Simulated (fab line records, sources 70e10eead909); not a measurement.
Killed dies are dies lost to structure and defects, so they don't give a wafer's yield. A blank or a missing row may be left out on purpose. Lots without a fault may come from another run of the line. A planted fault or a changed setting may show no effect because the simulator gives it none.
Chamber matching | flow nand_harc | NHARC_P_GATE_DESCUM_13 on rie_diel-13: 4 sister chambers
The step chemistry O2, time 3 s. 8 wafers are shown with their chamber, then 9 later ones without.

WAFERS WITH THEIR CHAMBER
wafer  | chamber | drypump_motor_current_A (A) | oes_product_au (a.u.)
L081.4 | 2       | 5.2                         | 0.984
L081.6 | 3       | 5.9                         | 0.990
L084.3 | 3       | 5.9                         | 0.987
L085.2 | 0       | 6.1                         | 0.997
L085.6 | 1       | 5.7                         | 1.012
L088.1 | 1       | 5.7                         | 1.003
L088.4 | 2       | 5.2                         | 0.998
L088.5 | 0       | 6.2                         | 1.002

WAFERS WITHOUT THEIR CHAMBER
wafer  | drypump_motor_current_A (A) | oes_product_au (a.u.)
L091.2 | 5.6                         | 1.003
L091.4 | 5.9                         | 0.990
L091.5 | 6.1                         | 1.004
L093.1 | 5.7                         | 1.001
L093.2 | 6.2                         | 0.994
L093.4 | 5.2                         | 0.994
L095.2 | 5.7                         | 1.006
L095.3 | 5.2                         | 1.010
L095.6 | 5.7                         | 1.007

WHICH CHAMBER EACH WENT THROUGH
wafer  | from the rows above | in truth
L091.2 | 1                   | 1
L091.4 | 3                   | 3
L091.5 | 0                   | 0
L093.1 | 1                   | 1
L093.2 | 0                   | 0
L093.4 | 2                   | 2
L095.2 | 1                   | 1
L095.3 | 2                   | 2
L095.6 | 1                   | 1
Placed correctly: 9 of 9. Can't be placed from these rows: 0. Placed wrongly: 0.
How it was worked out, from the rows above alone: a wafer's distance from a chamber is the root of the sum, over the readings, of the square of ((its reading less the chamber's mean) divided by the reading's scatter). The wafer belongs to the nearest chamber; if the next one is less than 2 further off, it can't be placed. A chamber's mean is the mean of its shown wafers. The scatter: the root of (the sum of the squares of (reading less its chamber's mean) over the shown wafers, divided by (wafers less chambers)).
